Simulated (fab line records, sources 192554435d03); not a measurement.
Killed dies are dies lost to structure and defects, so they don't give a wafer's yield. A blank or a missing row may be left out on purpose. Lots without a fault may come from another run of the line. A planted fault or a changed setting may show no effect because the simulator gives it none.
Chamber matching | flow n5_finfet | N5_BEOL_M12_DEP_53 on pecvd-01: 3 sister chambers
The step deposits SiCN from 3MS/NH3, target thk 30 nm, time 10.5 s. 3 wafers are shown with their chamber, then 12 later ones without.

WAFERS WITH THEIR CHAMBER
wafer  | chamber | showerhead_plenum_p_Torr (Torr)
L088.1 | 0       | 4.157
L088.4 | 1       | 4.147
L088.5 | 2       | 4.184

WAFERS WITHOUT THEIR CHAMBER
wafer  | showerhead_plenum_p_Torr (Torr)
L089.1 | 4.156
L089.4 | 4.155
L089.6 | 4.181
L092.1 | 4.162
L092.2 | 4.151
L092.5 | 4.158
L097.1 | 4.163
L097.2 | 4.174
L097.3 | 4.153
L097.4 | 4.159
L097.5 | 4.167
L097.6 | 4.156

WHICH CHAMBER EACH WENT THROUGH
wafer  | from the rows above          | in truth
L089.1 | can't be placed: 0 or 1      | 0
L089.4 | can't be placed: 0 or 1      | 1
L089.6 | 2                            | 2
L092.1 | can't be placed: 0 or 1      | 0
L092.2 | can't be placed: 1 or 0      | 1
L092.5 | can't be placed: 0 or 1      | 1
L097.1 | can't be placed: 0 or 1      | 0
L097.2 | can't be placed: 2 or 0      | 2
L097.3 | can't be placed: 0 or 1      | 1
L097.4 | can't be placed: 0 or 1      | 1
L097.5 | can't be placed: 0 or 2 or 1 | 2
L097.6 | can't be placed: 0 or 1      | 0
Placed correctly: 1 of 12. Can't be placed from these rows: 11 (the true chamber is among the candidates in 11). Placed wrongly: 0.
How it was worked out, from the rows above alone: a wafer's distance from a chamber is the root of the sum, over the readings, of the square of ((its reading less the chamber's mean) divided by the reading's scatter). The wafer belongs to the nearest chamber; if the next one is less than 2 further off, it can't be placed. A chamber's mean is the mean of its shown wafers. The scatter: with one shown wafer a chamber, the root of the mean of the squares of how far each hidden wafer lies from its nearest shown one.
